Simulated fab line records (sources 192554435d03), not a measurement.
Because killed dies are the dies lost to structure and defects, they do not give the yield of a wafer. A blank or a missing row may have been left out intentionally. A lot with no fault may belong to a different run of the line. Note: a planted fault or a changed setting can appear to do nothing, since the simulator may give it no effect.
fab line records | flow n5-finfet
record lots=9 | wafers=27 | last-day=18
route steps=1938 shown BEOL_M6@1212 PASSIVATION@1936
lots with no fault: from the same line, run without faults
start-h: hours from the record's opening day to when the first of the lot's shown wafers began | wait-h: time in hours since the lot's previous step | " repeats the value in the row above | L1.1+2: a row that stands for several wafers | - no value, or no start was given | * or withheld: withheld | < > ~ a bound
route shown NAME@n: NAME is a module with steps in the file, n the number in the route of the first one | usual: mean and standard deviation over wafers with no fault | same: alike in all rows | chamber/n: place in a boat | sites: per-site readings | _std_site: standard deviation across them | _edge_site: the outer-site mean with the inner-site mean subtracted | radius-mm: for every site, how far away it sits from the centre of the wafer | mask NAME#n: copy n | behind: the tool/chamber that last shaped the wafer | hold: why the lot went on hold/how many hours it stayed there/how the hold came to an end | device: the n, p or np transistor that did not switch | end of line: the tests these same wafers got at the end of their route | a step given without rows: its recipe and nothing more | killed: dies lost to structure and defects at the first sort, not the wafer's yield | map: the dies of a wafer, with x for killed, . for not killed, _ for no die there
set.NAME: the setting the step ran with; set.NAME@STEP: the setting that earlier step ran with | model.NAME: the simulator's own value behind a step, which no gauge read
steps of the route over a sample of lots; a table a step, a row a wafer
services: the hour from which a tool's chamber was out of use, counted from the record's first day as start-h (under 0 if before that day), plus the number of hours and why
## steps
# step N5_BEOL_M6_ETCH_62
# recipe chemistry=N2/H2 | target=SOC | target-depth-a=1100 | overetch-a=220 | mask-material=SiARC | temp-c=40 | time-s=165 | ion-energy-ev=200 | pressure-mtorr=30 | source-w=840 | bias-w=150 | n2-flow-sccm=200 | h2-flow-sccm=200
# usual chamber-pressure-mTorr=29.999/0.027 | drypump-motor-current-A=5.5/0.37 | oes-product-au=0.68/0.063 | rf-vpp-V=524.1/2.5 | showerhead-plenum-p-Torr=2.55/0.082 | throttle-valve-pct=17.8/0.32
lot.wafer | tool        | chamber | start-h | wait-h | chamber-pressure-mTorr | drypump-motor-current-A | oes-product-au | rf-hours-counter-h | rf-vpp-V | showerhead-plenum-p-Torr | throttle-valve-pct
L129.1    | rie-diel-04 | 3       | 186.74  | 0.0    | 30.030                 | 5.5                     | 0.75           | 37                 | 525.0    | 2.59                     | 17.3
L129.2    | "           | 0       | "       | "      | 30.021                 | 5.4                     | 0.69           | 65                 | 527.6    | 2.70                     | 18.1
L129.3    | "           | 1       | "       | "      | 29.962                 | 5.8                     | 0.80           | 6                  | 526.5    | 2.60                     | 17.6
L131.3    | rie-diel-03 | 0       | 199.24  | 0.0    | 30.026                 | 5.0                     | 0.73           | 49                 | 521.7    | 2.48                     | 17.8
L131.4    | "           | 2       | "       | "      | 29.990                 | 5.6                     | 0.75           | 35                 | 529.0    | 2.70                     | 17.4
L131.6    | "           | 3       | "       | "      | 30.043                 | 5.7                     | 0.82           | -                  | 524.8    | 2.61                     | 18.1
L132.4    | rie-diel-06 | 3       | 206.59  | 0.0    | 30.001                 | 6.5                     | 0.60           | 217                | 527.5    | 2.62                     | 18.1
L132.5    | "           | 1       | "       | "      | 29.984                 | 5.3                     | 0.63           | -                  | 521.3    | 2.45                     | 18.2
L132.6    | "           | 0       | "       | "      | 30.041                 | 5.5                     | 0.61           | -                  | 522.6    | 2.52                     | 17.7
L138.1    | rie-diel-03 | 3       | 236.05  | 0.0    | 30.002                 | 5.7                     | 0.79           | 21                 | 525.4    | 2.61                     | 18.1
L138.5    | "           | 1       | "       | "      | 29.952                 | 5.6                     | 0.81           | -                  | 523.0    | 2.50                     | 17.5
L138.6    | "           | 2       | "       | "      | 30.012                 | 5.7                     | 0.72           | -                  | 528.3    | 2.69                     | 17.4
L147.3    | rie-diel-06 | 3       | 299.98  | 0.0    | 30.048                 | 6.5                     | 0.58           | 249                | 525.5    | 2.61                     | 18.2
L147.5    | "           | 2       | "       | "      | 29.991                 | 5.0                     | 0.65           | -                  | 520.5    | 2.45                     | 18.1
L147.6    | "           | 1       | "       | "      | 29.968                 | 5.3                     | 0.61           | -                  | 520.3    | 2.43                     | 18.2
L148.1    | rie-diel-04 | 1       | 300.41  | 0.0    | 30.034                 | 5.8                     | 0.73           | 45                 | 525.0    | 2.59                     | 17.7
L148.4    | "           | 2       | "       | "      | 30.005                 | 5.7                     | 0.68           | 89                 | 524.9    | 2.57                     | 17.4
L148.5    | "           | 1       | "       | "      | 29.971                 | 5.7                     | 0.74           | -                  | 524.7    | 2.59                     | 17.7
L150.1    | rie-diel-06 | 0       | 316.96  | 0.0    | 30.015                 | 5.5                     | 0.60           | 234                | 523.0    | 2.51                     | 17.7
L150.2    | "           | 2       | "       | "      | 30.006                 | 5.1                     | 0.65           | 140                | 519.6    | 2.44                     | 18.1
L150.4    | "           | 2       | "       | "      | 30.013                 | 5.0                     | 0.65           | -                  | 520.8    | 2.44                     | 18.1
L149.2    | rie-diel-06 | 1       | 325.73  | 0.0    | 29.966                 | 5.3                     | 0.60           | 189                | 520.1    | 2.43                     | 18.3
L149.4    | "           | 0       | "       | "      | 30.036                 | 5.5                     | 0.60           | -                  | 523.2    | 2.51                     | 17.7
L149.6    | "           | 2       | "       | "      | 29.998                 | 5.0                     | 0.65           | -                  | 519.9    | 2.44                     | 18.1
L151.2    | rie-diel-04 | 0       | 334.60  | 0.0    | 30.069                 | 5.4                     | 0.65           | 116                | 527.3    | 2.67                     | 18.2
L151.4    | "           | 1       | "       | "      | 30.009                 | 5.7                     | 0.72           | 56                 | 523.9    | 2.58                     | 17.7
L151.5    | "           | 1       | "       | "      | 30.022                 | 5.7                     | 0.72           | -                  | 523.6    | 2.58                     | 17.7
# step N5_BEOL_M6_HM_OPEN_17
# recipe chemistry=Cl2/BCl3 | target-depth-a=200 | overetch-a=60 | target=TiN | mask-material=SOC | ion-energy-ev=150 | pressure-mtorr=10 | icp-w=1000 | bias-w=126 | Cl2_flow_sccm=53.25 | bcl3-flow-sccm=21.75 | Ar_flow_sccm=25
# usual chamber-pressure-mTorr=10.000/0.0089 | drypump-motor-current-A=5.7/0.53 | oes-product-au=0.70/0.094 | throttle-valve-pct=21.98/0.2
lot.wafer | tool         | chamber | start-h | wait-h | chamber-pressure-mTorr | drypump-motor-current-A | oes-product-au | rf-hours-counter-h | throttle-valve-pct
L129.1    | rie-metal-01 | 1       | 186.93  | 0.0    | 10.005                 | 5.2                     | 0.69           | 33                 | 21.80
L129.2    | "            | 0       | "       | "      | 10.021                 | 6.5                     | 0.55           | 97                 | 22.08
L129.3    | "            | 1       | "       | "      | 9.995                  | 5.2                     | 0.69           | -                  | 21.79
L131.3    | rie-metal-02 | 1       | 199.47  | 0.1    | 9.997                  | 6.0                     | 0.77           | -                  | 21.96
L131.4    | "            | 0       | "       | "      | 10.002                 | 4.8                     | 0.67           | -                  | 21.99
L131.6    | "            | 0       | "       | "      | 10.005                 | 4.8                     | 0.67           | -                  | 22.01
L132.4    | rie-metal-03 | 0       | 206.80  | 0.1    | 9.995                  | 5.5                     | 0.52           | -                  | 22.04
L132.5    | "            | 0       | "       | "      | 9.990                  | 5.5                     | 0.52           | -                  | 22.04
L132.6    | "            | 1       | "       | "      | 10.012                 | 6.2                     | 0.84           | -                  | 22.16
L138.1    | rie-metal-03 | 1       | 236.24  | 0.0    | 9.987                  | 6.1                     | 0.78           | 7                  | 22.20
L138.5    | "            | 1       | "       | "      | 10.005                 | 6.1                     | 0.78           | -                  | 22.21
L138.6    | "            | 0       | "       | "      | 9.998                  | 5.5                     | 0.81           | -                  | 21.63
L147.3    | rie-metal-01 | 1       | 300.20  | 0.1    | 10.006                 | 5.2                     | 0.65           | -                  | 21.84
L147.5    | "            | 0       | "       | "      | 9.999                  | 6.5                     | 0.54           | -                  | 22.14
L147.6    | "            | 1       | "       | "      | 10.004                 | 5.2                     | 0.65           | -                  | 21.83
L148.1    | rie-metal-03 | 0       | 300.60  | 0.0    | 9.989                  | 5.5                     | 0.74           | 7                  | 21.65
L148.4    | "            | 1       | "       | "      | 10.000                 | 6.2                     | 0.76           | -                  | 22.21
L148.5    | "            | 0       | "       | "      | 10.007                 | 5.5                     | 0.75           | -                  | 21.63
L150.1    | rie-metal-02 | 0       | 317.15  | 0.0    | 9.990                  | 4.8                     | 0.65           | 48                 | 22.01
L150.2    | "            | 1       | "       | "      | 10.018                 | 6.0                     | 0.73           | 15                 | 21.99
L150.4    | "            | 1       | "       | "      | 10.008                 | 6.0                     | 0.73           | -                  | 21.99
L149.2    | rie-metal-02 | 0       | 325.92  | 0.0    | 9.989                  | 4.8                     | 0.66           | 48                 | 21.98
L149.4    | "            | 1       | "       | "      | 10.002                 | 6.0                     | 0.73           | -                  | 21.97
L149.6    | "            | 0       | "       | "      | 9.994                  | 4.8                     | 0.66           | -                  | 22.00
L151.2    | rie-metal-03 | 0       | 334.78  | 0.0    | 9.983                  | 5.5                     | 0.73           | 11                 | 21.62
L151.4    | "            | 0       | "       | "      | 9.995                  | 5.5                     | 0.74           | -                  | 21.63
L151.5    | "            | 0       | "       | "      | 10.010                 | 5.5                     | 0.75           | -                  | 21.63
# step N5_BEOL_M6_INSPECT_30
# recipe mode=adi | inspect-instrument=brightfield
# usual raw-defect-count=417/95
lot.wafer | tool              | chamber | start-h | wait-h | raw-defect-count
L129.1    | defect-inspect-02 | -       | 187.85  | 0.1    | 451
L129.2    | "                 | -       | "       | "      | 384
L129.3    | "                 | -       | "       | "      | 295
L131.3    | defect-inspect-02 | -       | 200.32  | 0.0    | 308
L131.4    | "                 | -       | "       | "      | 358
L131.6    | "                 | -       | "       | "      | 274
L132.4    | defect-inspect-01 | -       | 207.57  | 0.0    | 312
L132.5    | "                 | -       | "       | "      | 367
L132.6    | "                 | -       | "       | "      | 437
L138.1    | defect-inspect-02 | -       | 236.95  | 0.1    | 699
L138.5    | "                 | -       | "       | "      | 767
L138.6    | "                 | -       | "       | "      | 320
L148.1    | defect-inspect-02 | -       | 301.58  | 0.1    | 521
L148.4    | "                 | -       | "       | "      | 458
L148.5    | "                 | -       | "       | "      | 415
L147.3    | defect-inspect-02 | -       | 301.76  | 0.0    | 356
L147.5    | "                 | -       | "       | "      | 393
L147.6    | "                 | -       | "       | "      | 381
L150.1    | defect-inspect-02 | -       | 321.90  | 0.1    | 671
L150.2    | "                 | -       | "       | "      | 546
L150.4    | "                 | -       | "       | "      | 323
L149.2    | defect-inspect-01 | -       | 331.10  | 0.0    | 354
L149.4    | "                 | -       | "       | "      | 325
L149.6    | "                 | -       | "       | "      | 349
L151.2    | defect-inspect-02 | -       | 335.58  | 0.0    | 434
L151.4    | "                 | -       | "       | "      | 522
L151.5    | "                 | -       | "       | "      | 486
# step N5_BEOL_M6_ETCH_66
# recipe chemistry=N2/H2 | target=SOC | target-depth-a=800 | overetch-a=160 | mask-material=SiARC | temp-c=40 | time-s=120 | ion-energy-ev=200 | pressure-mtorr=30 | source-w=840 | bias-w=150 | n2-flow-sccm=200 | h2-flow-sccm=200
# usual chamber-pressure-mTorr=30.00/0.035 | drypump-motor-current-A=5.6/0.34 | oes-product-au=0.63/0.054 | rf-vpp-V=524.7/2.4 | showerhead-plenum-p-Torr=2.57/0.081 | throttle-valve-pct=17.7/0.33
lot.wafer | tool        | chamber | start-h | wait-h | chamber-pressure-mTorr | drypump-motor-current-A | oes-product-au | rf-hours-counter-h | rf-vpp-V | showerhead-plenum-p-Torr | throttle-valve-pct
L129.1    | rie-diel-04 | 3       | 187.96  | 0.0    | 29.95                  | 5.5                     | 0.68           | 37                 | 526.6    | 2.59                     | 17.3
L129.2    | "           | 2       | "       | "      | 29.98                  | 5.6                     | 0.65           | 49                 | 525.4    | 2.59                     | 17.4
L129.3    | "           | 0       | "       | "      | 29.96                  | 5.4                     | 0.62           | 65                 | 527.4    | 2.70                     | 18.1
L131.3    | rie-diel-06 | 1       | 200.43  | 0.0    | 30.00                  | 5.3                     | 0.57           | 141                | 521.6    | 2.45                     | 18.1
L131.4    | "           | 0       | "       | "      | 30.00                  | 5.5                     | 0.56           | 202                | 524.5    | 2.52                     | 17.6
L131.6    | "           | 3       | "       | "      | 29.95                  | 6.5                     | 0.54           | -                  | 526.7    | 2.62                     | 18.1
L132.4    | rie-diel-03 | 3       | 207.68  | 0.0    | 29.95                  | 5.7                     | 0.73           | 9                  | 525.4    | 2.61                     | 18.1
L132.5    | "           | 2       | "       | "      | 29.99                  | 5.7                     | 0.67           | -                  | 528.9    | 2.70                     | 17.4
L132.6    | "           | 3       | "       | "      | 30.02                  | 5.7                     | 0.73           | -                  | 526.2    | 2.61                     | 18.0
L138.1    | rie-diel-04 | 1       | 237.08  | 0.0    | 30.01                  | 5.8                     | 0.69           | 23                 | 524.8    | 2.60                     | 17.6
L138.5    | "           | 2       | "       | "      | 30.00                  | 5.7                     | 0.64           | -                  | 525.5    | 2.58                     | 17.4
L138.6    | "           | 3       | "       | "      | 29.98                  | 5.5                     | 0.66           | -                  | 525.0    | 2.58                     | 17.3
L148.1    | rie-diel-04 | 1       | 301.70  | 0.0    | 29.98                  | 5.7                     | 0.66           | 46                 | 524.7    | 2.59                     | 17.6
L148.4    | "           | 2       | "       | "      | 30.03                  | 5.6                     | 0.62           | 89                 | 523.5    | 2.57                     | 17.4
L148.5    | "           | 2       | "       | "      | 30.02                  | 5.7                     | 0.62           | -                  | 524.1    | 2.57                     | 17.4
L147.3    | rie-diel-04 | 0       | 302.09  | 0.0    | 29.95                  | 5.4                     | 0.59           | 107                | 528.4    | 2.68                     | 18.2
L147.5    | "           | 3       | "       | "      | 29.98                  | 5.5                     | 0.64           | -                  | 526.0    | 2.57                     | 17.3
L147.6    | "           | 0       | "       | "      | 29.98                  | 5.4                     | 0.59           | -                  | 527.3    | 2.68                     | 18.2
L150.1    | rie-diel-06 | 0       | 322.09  | 0.0    | 30.04                  | 5.5                     | 0.53           | 235                | 522.9    | 2.51                     | 17.7
L150.2    | "           | 2       | "       | "      | 29.99                  | 5.0                     | 0.59           | 141                | 521.3    | 2.44                     | 18.1
L150.4    | "           | 2       | "       | "      | 29.98                  | 5.0                     | 0.59           | -                  | 519.7    | 2.44                     | 18.1
L149.2    | rie-diel-06 | 0       | 331.21  | 0.0    | 29.95                  | 5.5                     | 0.53           | 240                | 522.2    | 2.51                     | 17.7
L149.4    | "           | 2       | "       | "      | 30.00                  | 5.0                     | 0.58           | 146                | 522.3    | 2.44                     | 18.1
L149.6    | "           | 0       | "       | "      | 29.99                  | 5.5                     | 0.54           | -                  | 524.0    | 2.51                     | 17.7
L151.2    | rie-diel-03 | 0       | 335.73  | 0.0    | 30.02                  | 5.1                     | 0.61           | 100                | 521.8    | 2.46                     | 17.9
L151.4    | "           | 2       | "       | "      | 30.02                  | 5.7                     | 0.62           | -                  | 527.4    | 2.68                     | 17.5
L151.5    | "           | 0       | "       | "      | 29.99                  | 5.1                     | 0.62           | -                  | 520.6    | 2.46                     | 17.9
# step N5_BEOL_M6_STRIP_80
# recipe chemistry=N2/H2 | time-s=10 | power-w=450 | temp-c=40 | pressure-mtorr=20 | rf-frequency-hz=6e+07 | bias-power-w=7 | n2-flow-sccm=200 | h2-flow-sccm=200
# usual chamber-pressure-mTorr=20.003/0.018 | drypump-motor-current-A=5.6/0.35 | oes-product-au=0.82/0.073 | rf-vpp-V=59.3/0.9 | showerhead-plenum-p-Torr=2.57/0.082 | throttle-valve-pct=23.6/0.38
lot.wafer | tool        | chamber | start-h | wait-h | chamber-pressure-mTorr | drypump-motor-current-A | oes-product-au | rf-hours-counter-h | rf-vpp-V | showerhead-plenum-p-Torr | throttle-valve-pct
L129.1    | rie-diel-04 | 3       | -       | -      | 20.010                 | 5.5                     | 0.88           | 37                 | 59.3     | 2.58                     | 23.0
L129.2    | "           | 2       | "       | "      | 19.983                 | 5.6                     | 0.85           | 49                 | 59.8     | 2.59                     | 23.2
L129.3    | "           | 0       | "       | "      | 20.000                 | 5.4                     | 0.83           | 65                 | 59.7     | 2.69                     | 24.0
L131.3    | rie-diel-06 | 1       | -       | -      | 20.005                 | 5.3                     | 0.75           | 141                | 58.1     | 2.45                     | 24.0
L131.4    | "           | 0       | "       | "      | 20.031                 | 5.5                     | 0.72           | 202                | 58.4     | 2.52                     | 23.3
L131.6    | "           | 3       | "       | "      | 19.995                 | 6.5                     | 0.70           | -                  | 59.0     | 2.62                     | 24.1
L132.4    | rie-diel-03 | 3       | -       | -      | 20.016                 | 5.7                     | 0.96           | 10                 | 58.9     | 2.61                     | 24.1
L132.5    | "           | 2       | "       | "      | 20.041                 | 5.7                     | 0.86           | -                  | 58.7     | 2.69                     | 23.2
L132.6    | "           | 3       | "       | "      | 20.001                 | 5.7                     | 0.96           | -                  | 59.1     | 2.61                     | 24.1
L138.1    | rie-diel-04 | 1       | -       | -      | 19.961                 | 5.8                     | 0.91           | 23                 | 59.1     | 2.59                     | 23.5
L138.5    | "           | 2       | "       | "      | 19.994                 | 5.7                     | 0.83           | -                  | 61.1     | 2.58                     | 23.2
L138.6    | "           | 3       | "       | "      | 20.050                 | 5.5                     | 0.85           | -                  | 59.6     | 2.57                     | 23.1
L148.1    | rie-diel-04 | 1       | -       | -      | 20.004                 | 5.8                     | 0.87           | 46                 | 58.8     | 2.58                     | 23.5
L148.4    | "           | 2       | "       | "      | 20.018                 | 5.7                     | 0.80           | 89                 | 61.0     | 2.57                     | 23.2
L148.5    | "           | 2       | "       | "      | 19.986                 | 5.7                     | 0.81           | -                  | 58.9     | 2.57                     | 23.3
L147.3    | rie-diel-04 | 0       | -       | -      | 19.990                 | 5.4                     | 0.77           | 107                | 58.9     | 2.67                     | 24.1
L147.5    | "           | 3       | "       | "      | 19.970                 | 5.5                     | 0.83           | -                  | 59.2     | 2.57                     | 23.1
L147.6    | "           | 0       | "       | "      | 20.010                 | 5.4                     | 0.78           | -                  | 58.5     | 2.67                     | 24.1
L150.1    | rie-diel-06 | 0       | -       | -      | 19.966                 | 5.5                     | 0.70           | 236                | 57.3     | 2.51                     | 23.4
L150.2    | "           | 2       | "       | "      | 19.983                 | 5.0                     | 0.77           | 141                | 59.0     | 2.44                     | 24.0
L150.4    | "           | 2       | "       | "      | 19.986                 | 5.0                     | 0.77           | -                  | 58.7     | 2.44                     | 24.0
L149.2    | rie-diel-06 | 0       | -       | -      | 19.994                 | 5.5                     | 0.70           | 240                | 60.3     | 2.50                     | 23.4
L149.4    | "           | 2       | "       | "      | 20.027                 | 5.0                     | 0.77           | 146                | 59.1     | 2.44                     | 24.0
L149.6    | "           | 0       | "       | "      | 19.989                 | 5.5                     | 0.70           | -                  | 57.6     | 2.50                     | 23.4
L151.2    | rie-diel-03 | 0       | -       | -      | 19.997                 | 5.0                     | 0.80           | 100                | 57.5     | 2.45                     | 23.7
L151.4    | "           | 2       | "       | "      | 20.018                 | 5.7                     | 0.82           | -                  | 59.0     | 2.68                     | 23.3
L151.5    | "           | 0       | "       | "      | 20.016                 | 5.1                     | 0.79           | -                  | 59.0     | 2.45                     | 23.7
# step N5_PASSIVATION_PROBE_49
# usual defect-limited-yield=91.4/1.6 | killed_at_M0_to_M3=34/12 | killed_at_M4_up=13/5.2 | killed-at-contacts=11/5.5 | killed-at-front-end=40/13 | killed-at-other=3.4/2.7 | killed-dies=102/19 | killed-on-rim=13/4.3 | killed-open=66/15 | killed-short=33/7.9 | sort_bin_5_function=5.1/1.1 | sort_bin_6_memory=3.2/0.7 | sort-n-pass=1078/19 | sort-yield-pct=91.4/1.6
# same gross-dies=1180 | killed-at-back-side=0 | sort_bin_4_leakage[%]=0 | sort_bin_8_speed[%]=0
lot.wafer | tool      | chamber | start-h | wait-h | defect-limited-yield[%] | killed_at_M0_to_M3 | killed_at_M4_up | killed-at-contacts | killed-at-front-end | killed-at-other | killed-dies | killed-on-rim | killed-open | killed-short | sort_bin_5_function[%] | sort_bin_6_memory[%] | sort-n-pass | sort-yield-pct[%]
L138.1    | prober-02 | -       | 321.67  | 0.0    | 87.5                    | 34                 | 69              | 5                  | 33                  | 6               | 147         | 26            | 55          | 31           | 7.6                    | 3.4                  | 1033        | 87.5
L138.5    | prober-02 | -       | 321.87  | 0.2    | 89.0                    | 37                 | 62              | 9                  | 18                  | 4               | 130         | 23            | 54          | 18           | 6.7                    | 3.1                  | 1050        | 89.0
L138.6    | prober-02 | -       | 321.92  | 0.3    | 89.8                    | 44                 | 10              | 13                 | 47                  | 6               | 120         | 19            | 76          | 44           | 6.4                    | 3.6                  | 1060        | 89.8
# killed by level:class
L138.1 BEOL_M6:unspecified=57 BEOL_M2:geometric-particle:open=10 BEOL_M1:geometric-particle:open=6 STARTING-WAFER:geometric-particle:short=6 FIN_SAQP:geometric-particle:open=5 FIN_SAQP:geometric-particle:short=5 STI_FIN_REVEAL:geometric-particle:open=5 BEOL_M3:geometric-particle:open=5
L138.5 BEOL_M6:unspecified=56 BEOL_M0_SAQP:geometric-particle:open=11 BEOL_M0_SAQP:geometric-particle:short=9 BEOL_M1:geometric-particle:open=8 MOL_CONTACT_COAG:geometric-particle:open=7 STI_FIN_REVEAL:geometric-particle:open=6 DUMMY_GATE:geometric-particle:open=4 BEOL_M2:geometric-particle:open=3
L138.6 BEOL_M0_SAQP:geometric-particle:open=15 BEOL_M0_SAQP:geometric-particle:short=12 FIN_SAQP:geometric-particle:open=11 MOL_CONTACT_COAG:geometric-particle:open=11 FIN_SAQP:geometric-particle:short=7 STI_FIN_REVEAL:geometric-particle:open=7 ILD0:geometric-particle:short=7 BEOL_M2:geometric-particle:open=6
## services
tool         | chamber | start-h | hours | kind
rie-metal-03 | 1       | 172.00  | -     | clean
rie-metal-03 | 1       | 172.00  | 22.1  | scheduled-down
rie-metal-03 | 1       | 172.00  | 22.1  | vent-cycle
rie-metal-02 | -       | 205.59  | 28.1  | pm
rie-diel-03  | 1       | 211.40  | -     | clean
rie-diel-03  | 1       | 211.40  | -     | consumable-replace:focus-ring
rie-diel-03  | 1       | 211.40  | 17.4  | scheduled-down
rie-diel-03  | 1       | 211.40  | 17.4  | vent-cycle
rie-diel-06  | 3       | 226.21  | 11.0  | repair
rie-metal-03 | -       | 230.48  | 1.4   | pm
rie-metal-02 | -       | 233.69  | 2.8   | pm
rie-metal-02 | 0       | 249.11  | 16.4  | repair
rie-metal-01 | 0       | 249.94  | 7.1   | repair
rie-diel-03  | 2       | 276.78  | 12.1  | repair
rie-metal-03 | 0       | 285.62  | 1.4   | repair
rie-metal-03 | -       | 296.71  | 2.8   | pm
rie-metal-01 | -       | 307.96  | 1.4   | pm
rie-diel-06  | 3       | 311.90  | -     | clean
rie-diel-06  | 3       | 311.90  | -     | consumable-replace:focus-ring
rie-diel-06  | 3       | 311.90  | 18.8  | scheduled-down
rie-diel-06  | 3       | 311.90  | 18.8  | vent-cycle
rie-metal-03 | 1       | 329.18  | 5.2   | repair
rie-diel-03  | 1       | 329.69  | 7.5   | repair
rie-diel-03  | 3       | 332.74  | 11.1  | repair
## key
first-sign step=N5_BEOL_M6_INSPECT_30 | reading=raw-defect-count | direction=up | sigmas=3.3 | usual=417 | struck=733
effect step=N5_PASSIVATION_PROBE_49 | reading=killed_at_M4_up | direction=up | sigmas=10 | usual=13 | struck=66
more-kills-born-at N5_BEOL_M6_HM_OPEN_17@rie-metal-03=113
met-at N5_BEOL_M6_HM_OPEN_17
struck-lots L138
struck-wafers L138.1,L138.5
not-acting-at N5_BEOL_M6_ETCH_62,N5_BEOL_M6_ETCH_66,N5_BEOL_M6_STRIP_80
onset-between 206.80 236.24
fault kind=chamber-particle-source | tool=rie-metal-03 | chamber=1 | onset-h=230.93 | steps=N5_BEOL_M6_HM_OPEN_17 | rate-per-visit-cm2=0.49236 | end-h=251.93
